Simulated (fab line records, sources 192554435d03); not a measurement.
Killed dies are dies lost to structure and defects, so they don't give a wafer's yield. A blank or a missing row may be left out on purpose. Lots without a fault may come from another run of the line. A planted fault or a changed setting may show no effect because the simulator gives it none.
Chamber matching | flow n5_finfet | N5_BEOL_M4_ETCH_74 on rie_diel-01: 4 sister chambers
The step etches underlayer in N2/H2, target depth 6.5 nm, time 5.2 s. 18 wafers are shown with their chamber, then 8 later ones without.

WAFERS WITH THEIR CHAMBER
wafer  | chamber | showerhead_plenum_p_Torr (Torr) | drypump_motor_current_A (A) | etch_rf_on_time_s (s)
L351.2 | 3       | 2.53                            | 6.4                         | 5.40
L351.5 | 2       | 2.54                            | 5.6                         | 5.14
L351.6 | 1       | 2.49                            | 6.0                         | 5.31
L354.2 | 3       | 2.52                            | 6.4                         | 5.45
L354.3 | 2       | 2.53                            | 5.6                         | 5.14
L354.4 | 2       | 2.53                            | 5.6                         | 5.14
L358.1 | 3       | 2.52                            | 6.4                         | 5.41
L358.2 | 1       | 2.49                            | 6.0                         | 5.18
L358.5 | 1       | 2.49                            | 5.9                         | 5.08
L362.1 | 2       | 2.52                            | 5.6                         | 5.11
L362.2 | 3       | 2.51                            | 6.4                         | 5.46
L362.6 | 3       | 2.51                            | 6.4                         | 5.46
L366.4 | 0       | 2.69                            | 6.2                         | 5.14
L366.6 | 3       | 2.51                            | 6.4                         | 5.40
L367.3 | 0       | 2.69                            | 6.2                         | 5.21
L367.5 | 2       | 2.52                            | 5.6                         | 5.16
L367.6 | 1       | 2.48                            | 6.0                         | 5.18
L368.1 | 3       | 2.51                            | 6.5                         | 5.44

SIGNATURES (means of the wafers above)
reading                  | chamber 0 | chamber 1 | chamber 2 | chamber 3 | scatter within a chamber
showerhead_plenum_p_Torr | 2.6900    | 2.4875    | 2.5280    | 2.5157    | 0.0072
drypump_motor_current_A  | 6.200     | 5.975     | 5.600     | 6.414     | 0.0339
etch_rf_on_time_s        | 5.1750    | 5.1875    | 5.1380    | 5.4314    | 0.0499
Rule: a wafer's distance from a chamber is the root of the sum, over the readings, of the square of ((its reading less the chamber's mean) divided by the reading's scatter). The wafer belongs to the nearest chamber; if the next one is less than 2 further off, it can't be placed. The scatter: the root of (the sum of the squares of (reading less its chamber's mean) over the shown wafers, divided by (wafers less chambers)).

WAFERS WITHOUT THEIR CHAMBER
wafer  | showerhead_plenum_p_Torr (Torr) | drypump_motor_current_A (A) | etch_rf_on_time_s (s)
L368.3 | 2.48                            | 5.9                         | 5.19
L368.6 | 2.69                            | 6.2                         | 5.24
L369.1 | 2.69                            | 6.2                         | 5.26
L369.3 | 2.52                            | 5.6                         | 5.18
L369.4 | 2.48                            | 6.0                         | 5.19
L371.1 | 2.47                            | 6.0                         | 5.19
L371.5 | 2.69                            | 6.2                         | 5.28
L371.6 | 2.50                            | 6.4                         | 5.42

WHICH CHAMBER EACH WENT THROUGH
wafer  | from the rows above | in truth
L368.3 | 1                   | 1
L368.6 | 0                   | 0
L369.1 | 0                   | 0
L369.3 | 2                   | 2
L369.4 | 1                   | 1
L371.1 | 1                   | 1
L371.5 | 0                   | 0
L371.6 | 3                   | 3
Placed correctly: 8 of 8. Can't be placed from these rows: 0. Placed wrongly: 0.
